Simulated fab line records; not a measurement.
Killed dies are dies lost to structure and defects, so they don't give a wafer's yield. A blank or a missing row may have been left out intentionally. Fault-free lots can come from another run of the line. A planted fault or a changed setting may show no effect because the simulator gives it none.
A lot that was struck, set against a sound lot	flow n5 finfet	14 steps out of a route of 1938
Sound: the wafers L212.2, L212.3, L212.5. Struck: wafer L222.6 (left out: L222.2, a lot-mate that was not struck); the cause follows at the end.
At each step with rows: each side's tool, then ch and its chambers, then its first start. Under that, the readings that differ: sound wafers	struck wafers	difference of the means	sigmas: that difference in standard deviations of wafers without a fault.
alike: a reading whose means differ by less than 2 such deviations, as well as words and numbers matching on both sides. not compared: withheld readings; readings where some wafer has no value; bounds like >300 that might hide an equal value; numbers whose values overlap and for which the record gives no deviation.
The two part at a step that has a row with sigmas, a row that says differs or no value, or rows on one side only. Numbers that don't overlap but have no deviation are shown without sigmas and don't part them. A reading missing from all wafers of one side parts the sides only when that side holds two or more wafers.

first, 7 steps without rows for these wafers: N5_BEOL_M10_COAT_64 (time 60 s, resist thk 30 nm); N5_BEOL_M10_COAT_22 (resist thk 90 nm); N5_BEOL_M10_EBR_24; N5_BEOL_M10_SOFTBAKE_23 (time 60 s); N5_BEOL_M10_EXPOSE_25 (exposes mask V9); N5_BEOL_M10_PEB_26 (peb time 60 s); N5_BEOL_M10_DEVELOP_27 (develop time 30 s).
N5_BEOL_M10_CD_MEAS_28: target cd 70 nm.
  sound on cd sem-01 ch 0, day 11 11:09; struck on cd sem-01 ch 0, day 13 11:22
reading	sound	struck	difference	sigmas
cd nm (nm)	72.0 72.1 70.9	68.6	-3.1	-3
N5_BEOL_M10_OVL_MEAS_29:
  sound on overlay-01 ch 0, day 11 11:11; struck on overlay-02 ch 0, day 13 11:24
  alike: V9_OVL
N5_BEOL_M10_INSPECT_30: inspects for defects (brightfield).
  sound on defect inspect-01 at day 11 11:12; struck on defect inspect-02 at day 13 11:26
  alike: raw defect count
N5_BEOL_M10_DESCUM_33: chemistry O2, time 7.9 s.
  sound on rie diel-04 ch 1,2,3, day 11 11:18; struck on rie diel-04 ch 2, day 13 11:28
  alike: bias power w, drypump motor current A, oes product au, rf vpp V, showerhead plenum p Torr, throttle valve pct
  not compared: rf hours counter h
N5_BEOL_M10_ETCH_65: etches SiARC in CF4, target depth 39 nm, time 65 s.
  sound on rie diel-04 ch 1,2,3, day 11 11:20; struck on rie diel-04 ch 2, day 13 11:29
reading	sound	struck	difference	sigmas
rf vpp V (V)	185.0 183.1 185.2	181.9	-2.5	-2
  alike: drypump motor current A, etch rf on time s, oes product au, showerhead plenum p Torr, throttle valve pct
  not compared: rf hours counter h
N5_BEOL_M10_ETCH_66: etches SOC in N2/H2, target depth 120 nm, overetch 24 nm, time 180 s.
  sound on rie diel-04 ch 1,2,3, day 11 11:23; struck on rie diel-04 ch 2, day 13 11:32
reading	sound	struck	difference	sigmas
model.SiARC_of_BEOL_M10_COAT_64.thk nm (nm)	22.4 22.8 22.8	20.6	-2.1	
  alike: drypump motor current A, oes product au, rf vpp V, showerhead plenum p Torr, throttle valve pct
  not compared: rf hours counter h
then, 1 step without rows for these wafers: N5_BEOL_M10_STRIP_69 (strips in N2/H2).

== WHERE THEY PART ==
Last at N5_BEOL_M10_ETCH_65 as far as this record goes, first at N5_BEOL_M10_CD_MEAS_28. Later steps at which nothing parts them and some readings are alike: N5_BEOL_M10_ETCH_66.

WHY: what the simulator had put in
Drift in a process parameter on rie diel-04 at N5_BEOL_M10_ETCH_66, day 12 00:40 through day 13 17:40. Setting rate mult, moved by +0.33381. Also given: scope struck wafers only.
